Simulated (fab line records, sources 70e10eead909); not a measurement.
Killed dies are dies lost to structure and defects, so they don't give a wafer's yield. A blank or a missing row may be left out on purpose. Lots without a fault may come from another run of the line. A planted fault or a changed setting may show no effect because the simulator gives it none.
One fault seen from 2 desks | flow nand_harc | each desk has only its own numbers; what lay behind them comes last

THE TOOL OWNER'S DESK: rie_diel-01
The tool's own readings at NHARC_P_CONTACT_ETCH_18 (etches the open film in C4F8/O2/Ar, target depth 481 nm, time 240.5 s): means of the sampled wafers that have a number, for each lot that ran on this tool. A lot is out of limits, marked OUT, if its mean lies more than 4 standard deviations from the usual mean; the brackets give that distance.
Columns: A = oes_product_au at NHARC_P_CONTACT_ETCH_18, usual 0.953 a.u.; B = rf_vpp_V at NHARC_P_CONTACT_ETCH_18, usual 981 V
lot  | first seen here | A     | B
L901 | day 5 18:26     | 0.972 | 978
L910 | day 8 05:02     | 0.905 | 979
L912 | day 8 18:43     | 0.916 | 978
L914 | day 9 01:07     | 0.929 | 980
This desk's finding: nothing out of limits on any of the 4 lots.

THE METROLOGY DESK
What the gauges read, lot by lot, whatever tool the lot ran on: means of the sampled wafers that have a number. A lot is out of limits, marked OUT, if its mean lies more than 4 standard deviations from the usual mean; the brackets give that distance.
Columns: A = cd_nm at NHARC_P_CONTACT_CD_MEAS_12, usual 90.0 nm
lot  | first seen here | A
L900 | day 5 10:47     | 89.8
L901 | day 5 17:44     | 90.4
L903 | day 6 04:58     | 90.3
L904 | day 6 11:20     | 89.7
L907 | day 7 12:04     | 90.0
L910 | day 8 04:22     | 89.4
L912 | day 8 17:56     | 90.7
L914 | day 9 00:27     | 90.5
L916 | day 9 07:12     | 90.3
L915 | day 9 09:14     | 89.5
L917 | day 9 21:46     | 89.7
L919 | day 10 05:47    | 89.8
L920 | day 10 12:43    | 89.3
L922 | day 11 03:28    | 89.5
This desk's finding: nothing out of limits on any of the 14 lots.

PUT TOGETHER
The tool owner's desk saw nothing out of limits.
The metrology desk saw nothing out of limits.

WHAT THE SIMULATOR HAD PUT IN
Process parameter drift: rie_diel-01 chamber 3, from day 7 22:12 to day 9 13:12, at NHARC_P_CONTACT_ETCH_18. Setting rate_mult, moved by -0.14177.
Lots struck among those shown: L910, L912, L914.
